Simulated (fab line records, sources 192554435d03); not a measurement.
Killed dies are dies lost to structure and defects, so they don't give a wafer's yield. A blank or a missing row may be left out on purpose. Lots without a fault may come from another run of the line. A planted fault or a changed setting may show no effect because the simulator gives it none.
Chamber matching | flow n5_finfet | N5_BEOL_M7_ETCH_65 on rie_diel-01: 4 sister chambers
The step etches SiARC in CF4, target depth 15.6 nm, time 26 s. 4 wafers are shown with their chamber, then 10 later ones without.

WAFERS WITH THEIR CHAMBER
wafer  | chamber | drypump_motor_current_A (A)
L084.1 | 1       | 5.7
L087.3 | 2       | 5.7
L088.1 | 3       | 5.1
L088.3 | 0       | 5.6

WAFERS WITHOUT THEIR CHAMBER
wafer  | drypump_motor_current_A (A)
L088.4 | 5.7
L091.2 | 5.1
L091.5 | 5.7
L091.6 | 5.6
L092.1 | 5.2
L092.4 | 5.7
L092.6 | 5.6
L097.1 | 5.1
L097.2 | 5.7
L097.5 | 5.1

WHICH CHAMBER EACH WENT THROUGH
wafer  | from the rows above     | in truth
L088.4 | can't be placed: 1 or 2 | 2
L091.2 | 3                       | 3
L091.5 | can't be placed: 1 or 2 | 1
L091.6 | 0                       | 0
L092.1 | 3                       | 3
L092.4 | can't be placed: 1 or 2 | 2
L092.6 | 0                       | 0
L097.1 | 3                       | 3
L097.2 | can't be placed: 1 or 2 | 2
L097.5 | 3                       | 3
Placed correctly: 6 of 10. Can't be placed from these rows: 4 (the true chamber is among the candidates in 4). Placed wrongly: 0.
How it was worked out, from the rows above alone: a wafer's distance from a chamber is the root of the sum, over the readings, of the square of ((its reading less the chamber's mean) divided by the reading's scatter). The wafer belongs to the nearest chamber; if the next one is less than 2 further off, it can't be placed. A chamber's mean is the mean of its shown wafers. The scatter: with one shown wafer a chamber, the root of the mean of the squares of how far each hidden wafer lies from its nearest shown one.
